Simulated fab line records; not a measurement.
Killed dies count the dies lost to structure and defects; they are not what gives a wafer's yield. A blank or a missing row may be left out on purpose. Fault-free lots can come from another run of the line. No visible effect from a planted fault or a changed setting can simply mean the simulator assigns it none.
Comparing a struck lot with a sound one | flow n5 finfet | 14 out of 1938 route steps
Sound: these wafers, L335.3, L335.4, L335.5. Struck: wafer L342.6. (L342.2 of the same lot was not struck and is left out.) The cause comes at the end.
At each step with rows: each side's tool, then ch and its chambers, then its first start. Under that, the readings that differ: sound wafers | struck wafers | difference of the means | sigmas: that difference in standard deviations of wafers without a fault.
alike: a reading whose means differ by less than 2 such deviations, as well as words and numbers matching on both sides. not compared: withheld readings; readings where some wafer has no value; bounds like >300 that might hide an equal value; numbers whose values overlap and for which the record gives no deviation.
A row with sigmas, a row that says differs or no value, or rows on one side alone: a step with any of these is where the two part. Numbers that have no deviation but don't overlap get no sigmas and don't part them. Lack of a reading on every wafer of one side parts them only where that side has two or more wafers.

N5_BEOL_M15_STRIP_62: strips in O2.
  sound on rie diel-02 ch 2,3; struck on rie diel-06 ch 3
  reading                         | sound          | struck | difference | sigmas
  showerhead plenum p Torr (Torr) | 2.05 2.16 2.16 | 1.92   | -0.20      | -2
  alike: drypump motor current A, oes product au, rf vpp V, throttle valve pct
  not compared: rf hours counter h
N5_BEOL_M15_STRIP_37: strips in O2.
  sound on rie diel-02 ch 2,3; struck on rie diel-06 ch 3
  reading                         | sound          | struck | difference | sigmas
  showerhead plenum p Torr (Torr) | 2.05 2.16 2.16 | 1.92   | -0.20      | -2
  alike: drypump motor current A, oes product au, rf vpp V, throttle valve pct
  not compared: rf hours counter h
then, 4 steps without rows for these wafers: N5_BEOL_M15_ETCH_38 (etches SiCN in CF4/N2, target depth 106.4 nm, time 120.5 s); N5_BEOL_M15_PRECLEAN_39 (cleans in residue remover, time 60 s); N5_BEOL_M15_SRD_40 (time 30 s, dry time 30 s); N5_BEOL_M15_DEGAS_41 (time 60 s).
N5_BEOL_M15_PRE_CLEAN_42: time 30 s.
  struck on pvd sputter-01, day 14 02:50; sound on pvd sputter-01, day 12 17:55
  alike: heater power w
N5_BEOL_M15_SPUTTER_43: material TaN, target thk 15 nm, time 24.19 s.
  struck on pvd sputter-01, day 14 02:52; sound on pvd sputter-01, day 12 17:57
  alike: throttle valve pct
then, 1 step without rows for these wafers: N5_BEOL_M15_SPUTTER_44 (material Ta, target thk 15 nm, time 24.19 s).
N5_BEOL_M15_SPUTTER_45: material Cu, target thk 100 nm, time 16.67 s.
  struck on pvd sputter-01, day 14 03:02; sound on pvd sputter-01, day 12 18:07
  alike: chuck gas flow sccm, throttle valve pct
then, 2 steps without rows for these wafers: N5_BEOL_M15_ECD_47 (material Cu, target thk 1860 nm); N5_BEOL_M15_ANNEAL_48 (time 90 s).
N5_BEOL_M15_CMP_49: polishes, stops on SiO2, t overpolish 4.9 s, target thk 850 nm.
  sound on cmp-02 ch 1,3, day 12 18:49; struck on cmp-02 ch 3, day 14 03:58
  reading                      | sound             | struck | difference | sigmas
  barrier field endpoint s (s) | 11.24 11.05 11.26 | 6.49   | -4.69      | -17
  alike: motor current A, overpolish run s, platen rpm, slurry filter dp kPa
after that, 1 step had no rows for these wafers: N5_PASSIVATION_PROBE_49.

WHERE THEY PART
Last at N5_BEOL_M15_CMP_49 as far as this record goes, first at N5_BEOL_M15_STRIP_62.

WHY: whatever the simulator had introduced
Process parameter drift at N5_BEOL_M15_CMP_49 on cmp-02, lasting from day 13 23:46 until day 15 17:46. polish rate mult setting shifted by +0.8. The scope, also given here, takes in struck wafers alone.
